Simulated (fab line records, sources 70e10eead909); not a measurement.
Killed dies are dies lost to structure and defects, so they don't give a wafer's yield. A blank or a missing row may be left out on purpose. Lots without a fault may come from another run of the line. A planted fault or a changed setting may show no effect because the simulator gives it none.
Chamber matching | flow nand_harc | NHARC_A_CHANNEL_HOLE_D1_ETCH_38 on rie_diel-13: 4 sister chambers
The step etches the open film in CF4, target depth 39 nm, time 65 s. 33 wafers are shown with their chamber, then 12 later ones without.

WAFERS WITH THEIR CHAMBER
wafer  | chamber | showerhead_plenum_p_Torr (Torr) | drypump_motor_current_A (A) | oes_product_au (a.u.)
L078.1 | 3       | 1.84                            | 5.4                         | 0.997
L078.3 | 0       | 1.74                            | 5.5                         | 0.978
L078.5 | 2       | 1.74                            | 6.3                         | 0.990
L079.1 | 0       | 1.74                            | 5.5                         | 0.977
L079.4 | 1       | 1.75                            | 6.5                         | 1.007
L079.5 | 0       | 1.74                            | 5.5                         | 0.980
L080.1 | 1       | 1.75                            | 6.5                         | 1.011
L080.2 | 0       | 1.74                            | 5.5                         | 0.981
L080.6 | 2       | 1.74                            | 6.3                         | 0.992
L081.2 | 3       | 1.83                            | 5.4                         | 0.982
L081.3 | 1       | 1.75                            | 6.5                         | 1.010
L081.6 | 1       | 1.75                            | 6.5                         | 1.008
L082.1 | 2       | 1.74                            | 6.2                         | 0.989
L082.2 | 0       | 1.74                            | 5.4                         | 0.986
L082.4 | 1       | 1.75                            | 6.5                         | 1.026
L083.1 | 1       | 1.75                            | 6.5                         | 0.999
L083.3 | 0       | 1.74                            | 5.4                         | 0.990
L083.4 | 2       | 1.74                            | 6.3                         | 0.988
L084.2 | 0       | 1.74                            | 5.5                         | 0.996
L084.4 | 1       | 1.75                            | 6.5                         | 1.007
L084.6 | 2       | 1.74                            | 6.2                         | 0.978
L085.3 | 0       | 1.74                            | 5.5                         | 0.981
L085.5 | 0       | 1.74                            | 5.5                         | 0.990
L085.6 | 1       | 1.75                            | 6.5                         | 0.997
L086.3 | 3       | 1.83                            | 5.4                         | 0.992
L086.5 | 1       | 1.75                            | 6.6                         | 1.008
L086.6 | 0       | 1.73                            | 5.5                         | 0.986
L088.1 | 0       | 1.73                            | 5.4                         | 0.979
L088.3 | 1       | 1.75                            | 6.5                         | 1.016
L088.5 | 0       | 1.74                            | 5.5                         | 0.989
L091.1 | 2       | 1.74                            | 6.2                         | 0.987
L091.2 | 0       | 1.73                            | 5.4                         | 0.967
L091.6 | 1       | 1.75                            | 6.5                         | 1.015

SIGNATURES (means of the wafers above)
reading                  | chamber 0 | chamber 1 | chamber 2 | chamber 3 | scatter within a chamber
showerhead_plenum_p_Torr | 1.7377    | 1.7500    | 1.7400    | 1.8333    | 0.0032
drypump_motor_current_A  | 5.469     | 6.509     | 6.250     | 5.400     | 0.0423
oes_product_au           | 0.98308   | 1.00945   | 0.98733   | 0.99033   | 0.00728
Rule: a wafer's distance from a chamber is the root of the sum, over the readings, of the square of ((its reading less the chamber's mean) divided by the reading's scatter). The wafer belongs to the nearest chamber; if the next one is less than 2 further off, it can't be placed. The scatter: the root of (the sum of the squares of (reading less its chamber's mean) over the shown wafers, divided by (wafers less chambers)).

WAFERS WITHOUT THEIR CHAMBER
wafer  | showerhead_plenum_p_Torr (Torr) | drypump_motor_current_A (A) | oes_product_au (a.u.)
L092.1 | 1.83                            | 5.3                         | 0.994
L092.4 | 1.73                            | 5.5                         | 0.983
L092.6 | 1.74                            | 6.3                         | 1.017
L094.1 | 1.74                            | 6.2                         | 1.003
L094.2 | 1.83                            | 5.3                         | 0.992
L094.6 | 1.75                            | 6.5                         | 1.000
L096.2 | 1.83                            | 5.3                         | 0.988
L096.3 | 1.75                            | 6.5                         | 0.996
L096.5 | 1.75                            | 6.5                         | 0.999
L097.3 | 1.75                            | 6.5                         | 0.993
L097.4 | 1.74                            | 6.3                         | 1.001
L097.6 | 1.73                            | 5.4                         | 1.000

WHICH CHAMBER EACH WENT THROUGH
wafer  | from the rows above     | in truth
L092.1 | 3                       | 3
L092.4 | 0                       | 0
L092.6 | can't be placed: 2 or 1 | 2
L094.1 | 2                       | 2
L094.2 | 3                       | 3
L094.6 | 1                       | 1
L096.2 | 3                       | 3
L096.3 | 1                       | 1
L096.5 | 1                       | 1
L097.3 | 1                       | 1
L097.4 | 2                       | 2
L097.6 | 0                       | 0
Placed correctly: 11 of 12. Can't be placed from these rows: 1 (the true chamber is among the candidates in 1). Placed wrongly: 0.
